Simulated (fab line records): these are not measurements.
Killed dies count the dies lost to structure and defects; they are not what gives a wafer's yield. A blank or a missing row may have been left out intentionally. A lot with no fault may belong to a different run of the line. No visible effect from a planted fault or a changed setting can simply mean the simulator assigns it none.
Code-filled problem report in 8D (eight disciplines) form	flow n5_finfet	the parts of the form that need people (team, actions taken, sign-off) are left out

== 1. WHAT WENT WRONG ==
At N5_BEOL_M3_CMP_52, barrier_field_endpoint_s averages 20.6 s over 6 wafers from 2 lots, while fault-free wafers read 24.5 s, standard deviation 0.6. That puts it -6.5 standard deviations away from the usual mean.
The step: polishes, stops on SiOC, t overpolish 6.8 s, target thk 40 nm.
Seen first at day 10 01:37 on cmp-04, wafer L851.3. The record holds 29 wafers of 10 lots with a number at this step. Rule for "out" (also "out of limits"): further than 4 standard deviations from the usual mean. The other wafers with a number count as sound.

== 2. WHAT IT IS, WHAT IT ISN'T ==
question	is	is not
which readings at this step	barrier_field_endpoint_s	motor_current_A, platen_rpm
which lots	L851, L852	L843, L854, L856, L861, L862, L863, L864, L865
which wafers of those lots	all that have a number	-
read on which tools	cmp-03, cmp-04	cmp-01
when	from day 10 01:37	up to then (3 sound wafers); but 20 sound wafers of L854, L856, L861, L862, L863, L864, L865 came after

== 3. SUSPECTS, AND WHAT RULES EACH OUT ==
Counting: a tool stays on the suspect list if, at a process step up to the reading, it processed all lots that are out and no sound lot following the first of them.
- cvd_co-01 at N5_BEOL_M3_CVD_47 (deposits Co from CCTBA/H2, target thk 3 nm, time 223.8 s): ruled out as a lasting fault. After its first lot that is out, L851 (day 9 22:44), sound lots L854, L856, L862, L863, L864 ran on it.
Left after counting: nothing in the record.

== 4. THE CAUSE (what the simulator had put in) ==
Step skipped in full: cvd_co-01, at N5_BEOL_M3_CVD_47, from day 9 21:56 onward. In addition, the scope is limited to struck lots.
Counting ruled it out, wrongly: the rule takes a fault to strike every lot that its tool runs from its start on, and this one did not.

== 5. THE EFFECT CHAIN, in route order ==
One row per reading whose mean, taken over the struck wafers that have a number, lies over 3 standard deviations from the usual. Scope: only readings with a usual standard deviation given in the record; hours: median across lots of the time from each lot's start at the first step in this table that gives one to its start at this step; sigmas: change in usual standard deviations.
hours	step	reading	usual	on struck wafers	change	sigmas
0	N5_BEOL_M3_CMP_52	barrier_field_endpoint_s	24.5 s	20.6	-3.9	-6.5
115	N5_PASSIVATION_PROBE_49	defect_limited_yield	91.0 %	0.0	-91.0	-61
115	N5_PASSIVATION_PROBE_49	killed_at_M0_to_M3	35	1109	+1074	+90
115	N5_PASSIVATION_PROBE_49	killed_dies	106	1180	+1074	+60
115	N5_PASSIVATION_PROBE_49	killed_on_rim	14	152	+138	+34
115	N5_PASSIVATION_PROBE_49	sort_bin_5_function	5.2 %	89.7	+84.5	+88
115	N5_PASSIVATION_PROBE_49	sort_bin_6_memory	3.3 %	10.0	+6.7	+9.7
115	N5_PASSIVATION_PROBE_49	sort_n_pass	1074	0	-1074	-60
115	N5_PASSIVATION_PROBE_49	sort_yield_pct	91.0 %	0.0	-91.0	-61
Process steps it contains:
- N5_BEOL_M3_CMP_52: polishes, stops on SiOC, t overpolish 6.8 s, target thk 40 nm.
- N5_PASSIVATION_PROBE_49
Readings that are blank on the struck wafers while sound wafers have them: chamber_pressure_Torr at N5_BEOL_M3_CVD_47; run_length_s at N5_BEOL_M3_CVD_47.

== 6. WHAT WOULD HAVE CAUGHT IT SOONER ==
In this record no reading fell out of limits until day 10 01:37, 4 hours after the fault had begun at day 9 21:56.
At N5_BEOL_M3_CVD_47 the tool's readings are blank on the struck wafers, where sound wafers have them: an empty tool record is the first sign, and it was there at once.
